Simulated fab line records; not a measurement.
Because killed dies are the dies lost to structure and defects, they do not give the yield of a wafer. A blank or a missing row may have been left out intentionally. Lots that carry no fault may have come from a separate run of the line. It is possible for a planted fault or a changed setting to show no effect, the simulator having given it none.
Which of the tools did it? | flow n5 finfet | 12 lots, 36 wafers sampled, at 2 steps of a route of 1938

## WHAT EACH GAUGE READ, for each wafer
N5_BEOL_M8_THK_MEAS_53: measures by xrf.
lot  | measured     | on            | M8_THK (nm)
L074 | day 9 15:39  | film metro-01 | 78.9 79.3 78.9
L078 | day 10 12:23 | film metro-02 | 80.1 83.0 81.3
L079 | day 11 02:58 | film metro-01 | 82.4 79.9 78.9
L081 | day 11 06:50 | film metro-02 | 82.1 81.3 81.7
L082 | day 11 12:04 | film metro-01 | 81.5 83.7 83.2
L086 | day 12 15:46 | film metro-02 | 81.6 79.8 79.7
L087 | day 12 19:50 | film metro-02 | 82.0 80.6 80.5
L090 | day 13 02:51 | film metro-01 | 79.5 80.6 81.4
L091 | day 13 18:56 | film metro-01 | 80.5 81.4 77.8
L094 | day 14 09:25 | film metro-01 | 74.9 78.2 80.8
L095 | day 14 16:49 | film metro-02 | 79.3 75.8 75.2
L097 | day 14 20:13 | film metro-01 | 76.1 78.8 80.5

## WHAT TOOL EACH LOT RAN ON (gives the tool, then ch and the chambers of the sampled wafers, and finally the start)
lot  | N5_BEOL_M8_CMP_52
L074 | cmp-02 ch 0,2, day 9 15:23
L078 | cmp-03 ch 0,1,2, day 10 12:13
L079 | cmp-01 ch 1,2,3, day 11 02:44
L081 | cmp-02 ch 1,3, day 11 06:32
L082 | cmp-02 ch 0,1,2, day 11 11:51
L086 | cmp-01 ch 0,1,2, day 12 15:28
L087 | cmp-03 ch 0,1,3, day 12 19:33
L090 | cmp-01 ch 1,2,3, day 13 02:38
L091 | cmp-02 ch 1,2, day 13 18:40
L094 | cmp-02 ch 0,3, day 14 09:07
L095 | cmp-03 ch 1,2,3, day 14 16:36
L097 | cmp-02 ch 2,3, day 14 19:55
- N5_BEOL_M8_CMP_52: polishes, stops on SiCOH lowk, t overpolish 6.9 s, target thk 80 nm.

## THE ANSWER, worked out from the rows above alone
Rule: the lots themselves supply what counts as usual. Put in order of their means at a reading, lots are off if they are a third of the lots or fewer, leave a main group of 4 or more, and stand apart from it by a gap of 3 or more times the standard deviation of the main group's means; of several such gaps the widest counts. If all means in a main group match to the digits the tables above print for the reading, that group is not used. Also off: a lot with no number at a reading for which 4 or more lots have one. Where the step has rows for the other lots, those lots are counted as sound.
Across all readings shown, no lot is off: no conclusion can be drawn from this.

## WHAT THE SIMULATOR HAD INSERTED
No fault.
